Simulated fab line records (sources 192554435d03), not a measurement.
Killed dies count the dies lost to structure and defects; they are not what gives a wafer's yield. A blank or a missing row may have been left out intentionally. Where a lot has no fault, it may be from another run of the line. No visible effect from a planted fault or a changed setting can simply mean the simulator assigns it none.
fab line records | flow n5-finfet
record: lots: 4 wafers: 12 last-day: 17
route steps=1938 shown WELL_APT@21 PMOS_HMC_CHANNEL_EPI@57 BEOL_M4@1111
lots that met no fault: from a run of the same line without faults
start-h: hours from the record's first day to the start of the lot's first wafer shown | wait-h: time in hours since the lot's previous step | " identical to the entry in the row above | L1.1+2: a row that stands for several wafers | - either no value or no given start | * or withheld: withheld | < > ~ a bound
route shown NAME@n: names a module that has steps shown in the file, with the first one's number in the route | usual: the fault-free wafers' mean and standard deviation | same: alike in all rows | chamber/n: place in a boat | sites: each site's reading | _std_site: the values' standard deviation | _edge_site: inner sites' mean taken away from outer sites' mean | radius-mm: how far each site lies from the wafer's centre | mask NAME#n: copy n | behind: the last tool/chamber to shape the wafer | hold: why the lot was held/for how many hours/how that ended | device: the n, p or np transistor that did not switch | end of line: the same wafers' tests at the end of the route | a step without rows: its recipe alone | killed: at the first sort, the dies lost to defects and structure; wafer yield is something else | map: a wafer's dies, x killed, . not, _ none there
set.NAME: the setting as run; set.NAME@STEP: as run at that earlier step | model.NAME: the simulator's own value behind a step, which no gauge read
certain route steps with their lots: each step a table, each wafer a row
services: the hour from which a tool's chamber was out of use, counted from the record's first day as start-h (under 0 if before that day), plus the number of hours and why
== steps ==
step: N5_WELL_APT_COAT_02
recipe: spin-rpm: 1357 resist-thk-nm: 950
step: N5_WELL_APT_EBR_04
recipe: solvent: PGMEA ebr-width-mm: 1.5
step: N5_WELL_APT_SOFTBAKE_03
recipe: temp-c: 130 time-s: 60
step: N5_WELL_APT_EXPOSE_05
recipe: mask-id: NWELL na: 0.8 source-shape: conventional sigma-outer: 0.8 polarization: unpolarized defocus-nm: 0 target-cd-nm: 200 dose-mj: 20.3
step: N5_WELL_APT_PEB_06
recipe: peb-temp-c: 130 peb-time-s: 90
step: N5_WELL_APT_DEVELOP_07
recipe: develop-time-s: 45 rinse-liquid: surfactant-rinse dry: air-spin dev-temp-c: 21
step: N5_WELL_APT_HARDBAKE_12
recipe: temp-c: 130 time-s: 120
step: N5_WELL_APT_DESCUM_13
recipe: chemistry: O2 time-s: 7.9 source-power-w: 50 bias-power-w: 20 pressure-mtorr: 20 rf-frequency-hz: 2.712e+07 temp-c: 40 o2-flow-sccm: 225
step: N5_WELL_APT_IMPLANT_14
recipe: species: P energy-kev: 160 dose-cm2: 1.5e+13 tilt-deg: 0 rotation-deg: 0
step: N5_WELL_APT_IMPLANT_15
recipe: species: As energy-kev: 25 dose-cm2: 1.5e+13 tilt-deg: 0 rotation-deg: 0
usual: beam-energy-keV: 25.000/0.0069
columns lot.wafer tool chamber start-h wait-h beam-energy-keV model.implant.rp-nm model.implant.drp-nm
L124.2 implanter-01 0 79.95 0.1 25.001 19.05 8.457
L124.3 " 0 " " 24.993 19.05 8.457
L124.6 " 0 " " 24.993 19.05 8.457
L125.1 implanter-01 0 85.93 0.1 41.605 27.59 12.31
L125.3 " 0 " " 41.609 27.59 12.31
L125.4 " 0 " " 41.592 27.59 12.31
L128.1 implanter-01 0 103.96 0.1 41.602 27.87 12.31
L128.3 " 0 " " 41.597 27.87 12.31
L128.5 " 0 " " 41.605 27.87 12.31
L136.3 implanter-02 0 152.14 0.1 24.999 18.64 8.457
L136.4 " 0 " " 24.993 18.64 8.457
L136.5 " 0 " " 25.005 18.64 8.457
step: N5_WELL_APT_STRIP_16
recipe: chemistry: SPM time-s: 900 temp-c: 130 h2so4-h2o2-vol-ratio: 4 dry: ipa-marangoni
step: N5_WELL_APT_HMDS_18
recipe: time-s: 60 temp-c: 120
step: N5_WELL_APT_COAT_19
recipe: spin-rpm: 1357 resist-thk-nm: 950
step: N5_WELL_APT_EBR_21
recipe: solvent: PGMEA ebr-width-mm: 1.5
step: N5_WELL_APT_SOFTBAKE_20
recipe: temp-c: 130 time-s: 60
step: N5_WELL_APT_EXPOSE_22
recipe: mask-id: PWELL na: 0.8 source-shape: conventional sigma-outer: 0.8 polarization: unpolarized defocus-nm: 0 target-cd-nm: 200 dose-mj: 23.2
step: N5_WELL_APT_PEB_23
recipe: peb-temp-c: 130 peb-time-s: 90
step: N5_WELL_APT_DEVELOP_24
recipe: develop-time-s: 45 rinse-liquid: surfactant-rinse dry: air-spin dev-temp-c: 21
step: N5_WELL_APT_HARDBAKE_29
recipe: temp-c: 130 time-s: 120
step: N5_WELL_APT_DESCUM_30
recipe: chemistry: O2 time-s: 7.9 source-power-w: 50 bias-power-w: 20 pressure-mtorr: 20 rf-frequency-hz: 2.712e+07 temp-c: 40 o2-flow-sccm: 225
step: N5_WELL_APT_IMPLANT_31
recipe: species: B energy-kev: 60 dose-cm2: 1.5e+13 tilt-deg: 0 rotation-deg: 0
step: N5_WELL_APT_IMPLANT_32
recipe: species: BF2 energy-kev: 50 dose-cm2: 2e+13 tilt-deg: 0 rotation-deg: 0
step: N5_WELL_APT_STRIP_33
recipe: chemistry: SPM time-s: 900 temp-c: 130 h2so4-h2o2-vol-ratio: 4 dry: ipa-marangoni
step: N5_WELL_APT_RTA_34
recipe: temp-c: 1000 time-s: 10 ambient: N2 idle-temp-c: 600 ramp-up-c-per-s: 150 ramp-down-c-per-s: 60 cool-to-c: 600
step: N5_WELL_APT_OXIDE_STRIP_42
recipe: chemistry: dHF dilution: 25:1 time-s: 45 temp-c: 25 target: SiO2 target-depth-a: 120
step: N5_WELL_APT_PRECLEAN_36
recipe: chemistry: O3/DIW time-s: 45 temp-c: 22 o3-ppm: 10
step: N5_WELL_APT_PRECLEAN_39
recipe: chemistry: dHF time-s: 60 dilution: 150:1 temp-c: 25
step: N5_WELL_APT_SRD_37
recipe: dry: ipa-marangoni do-ppb: 5 time-s: 30 temp-c: 23 rinse-liquid: diw
step: N5_WELL_APT_EPI_41
recipe: material: Si target-thk-a: 500 temp-c: 650 precursor: SiH4/H2 pressure-torr: 20 time-s: 297.7
step: N5_PMOS_HMC_CHANNEL_EPI_HM_DEP_34
recipe: material: SiO2 target-thk-a: 360 temp-c: 400 precursor: TEOS/O2 pressure-torr: 6.5 rf-w: 900 teos-flow-sccm: 161.4 gas: O2 flow-sccm: 2650 time-s: 6.9
step: N5_PMOS_HMC_CHANNEL_EPI_COAT_31
recipe: resist: BARC temp-c: 205 time-s: 60 spin-rpm: 1500 resist-thk-nm: 66
step: N5_PMOS_HMC_CHANNEL_EPI_COAT_03
recipe: resist: CAR-ArF-block spin-rpm: 1500 resist-thk-nm: 205
step: N5_PMOS_HMC_CHANNEL_EPI_EBR_05
recipe: solvent: PGMEA ebr-width-mm: 1.5
step: N5_PMOS_HMC_CHANNEL_EPI_SOFTBAKE_04
recipe: temp-c: 110 time-s: 60 resist: CAR-ArF-block
step: N5_PMOS_HMC_CHANNEL_EPI_EXPOSE_06
recipe: mask-id: PMOS_HMC_BLK na: 1.35 source-shape: conventional sigma-outer: 0.8 polarization: unpolarized target-cd-nm: 240 dose-mj: 41
step: N5_BEOL_M4_RC_MEAS_101
usual: CJ_P: 5.82/0.22 DIBL_N: 36.0/2.2 DIBL_P: 35.9/2.6 IOFF_N: 0.16/0.038 IOFF_P: 0.21/0.042 ION_N: 675/15 ION_P: 463/10 SS_N: 71.5/0.62 SS_P: 73.2/0.76 VT_N: 250/4.1 VT_P: -251/3.6
columns lot.wafer tool chamber start-h wait-h CJ_P DIBL_N[mV/V] DIBL_P[mV/V] IOFF_N[nA/um] IOFF_P[nA/um] ION_N[uA/um] ION_P[uA/um] SS_N[mV/dec] SS_P[mV/dec] VT_N[mV] VT_P[mV]
L124.2 prober-01 0 230.65 0.2 5.80 37.6 35.9 0.17 0.25 688 479 71.0 73.6 251 -247
L124.3 " 0 " " 6.21 36.6 33.7 0.13 0.20 673 468 70.5 72.3 251 -250
L124.6 " 0 " " 6.04 36.8 33.6 0.14 0.21 660 454 71.1 73.3 251 -249
L125.1 prober-01 0 247.29 0.0 4.78 35.2 36.6 0.15 0.22 679 465 71.0 73.2 250 -246
L125.3 " 0 " " 4.50 34.9 37.3 0.16 0.22 685 468 71.1 72.9 246 -248
L125.4 " 0 " " 4.78 36.3 37.0 0.14 0.21 647 446 72.0 72.9 253 -251
L128.1 prober-01 0 264.37 0.1 4.29 30.7 29.8 0.08 0.12 656 449 70.8 72.5 261 -260
L128.3 " 0 " " 4.51 39.7 40.2 0.23 0.26 674 458 73.9 75.0 245 -250
L128.5 " 0 " " 4.48 34.3 33.9 0.12 0.16 661 444 71.7 72.9 254 -259
L136.3 prober-02 0 306.66 0.3 5.72 34.1 34.9 0.15 0.21 684 474 71.1 73.1 247 -249
L136.4 " 0 " " 5.61 32.8 30.7 0.12 0.16 666 459 71.3 71.2 251 -253
L136.5 " 0 " " 5.76 36.8 37.0 0.20 0.25 690 472 71.9 73.3 244 -245
== services ==
columns tool chamber start-h hours kind
implanter-02 - 117.88 4.8 repair
== key ==
first-sign: step: N5_WELL_APT_IMPLANT_15 reading: beam-energy-keV direction: up sigmas: 99+ usual: 25.000 struck: 41.602
effect: step: N5_BEOL_M4_RC_MEAS_101 reading: CJ_P direction: down sigmas: 5.7 usual: 5.82 struck: 4.56
model-effect: step: N5_WELL_APT_IMPLANT_15 value: implant.rp-nm without: 18.72 struck: 27.73
met-at N5_WELL_APT_IMPLANT_15
struck-wafers L125.1,L125.3,L125.4,L128.1,L128.3,L128.5
baseline-loss: step: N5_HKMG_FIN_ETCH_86 wafers: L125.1
onset-between 79.95 85.93
fault: kind: process-parameter-drift tool: implanter-01 chamber: - onset-h: 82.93 steps: N5_WELL_APT_IMPLANT_15 channel: energy-kev offset: 16.612 shape: step end-h: 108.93 acts-in: these-recipes-only stated: 25
baseline-loss: these wafers lose ten dies or more at that step, a loss of the line's own and not of a fault; the sort's usual values leave them out
